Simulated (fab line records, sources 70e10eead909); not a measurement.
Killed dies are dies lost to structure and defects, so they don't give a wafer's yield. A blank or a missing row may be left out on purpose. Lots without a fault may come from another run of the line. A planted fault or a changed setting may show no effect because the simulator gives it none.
Chamber matching | flow nand_harc | NHARC_A_STAIRCASE_DEP_322 on pecvd-01: 3 sister chambers
The step deposits SiO2, target thk 3800 nm. 6 wafers are shown with their chamber, then 7 later ones without.

WAFERS WITH THEIR CHAMBER
wafer  | chamber | heater_power_w (W)
L083.4 | 0       | 551
L087.2 | 2       | 835
L087.3 | 1       | 848
L087.4 | 2       | 703
L091.1 | 0       | 679
L091.4 | 1       | 695

WAFERS WITHOUT THEIR CHAMBER
wafer  | heater_power_w (W)
L091.5 | 575
L095.2 | 864
L095.4 | 567
L095.6 | 687
L096.1 | 820
L096.2 | 587
L096.3 | 897

WHICH CHAMBER EACH WENT THROUGH
wafer  | from the rows above          | in truth
L091.5 | can't be placed: 0 or 2 or 1 | 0
L095.2 | can't be placed: 1 or 2 or 0 | 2
L095.4 | can't be placed: 0 or 2 or 1 | 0
L095.6 | can't be placed: 0 or 2 or 1 | 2
L096.1 | can't be placed: 1 or 2 or 0 | 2
L096.2 | can't be placed: 0 or 2 or 1 | 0
L096.3 | can't be placed: 1 or 2 or 0 | 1
Placed correctly: 0 of 7. Can't be placed from these rows: 7 (the true chamber is among the candidates in 7). Placed wrongly: 0.
How it was worked out, from the rows above alone: a wafer's distance from a chamber is the root of the sum, over the readings, of the square of ((its reading less the chamber's mean) divided by the reading's scatter). The wafer belongs to the nearest chamber; if the next one is less than 2 further off, it can't be placed. A chamber's mean is the mean of its shown wafers. The scatter: the root of (the sum of the squares of (reading less its chamber's mean) over the shown wafers, divided by (wafers less chambers)).
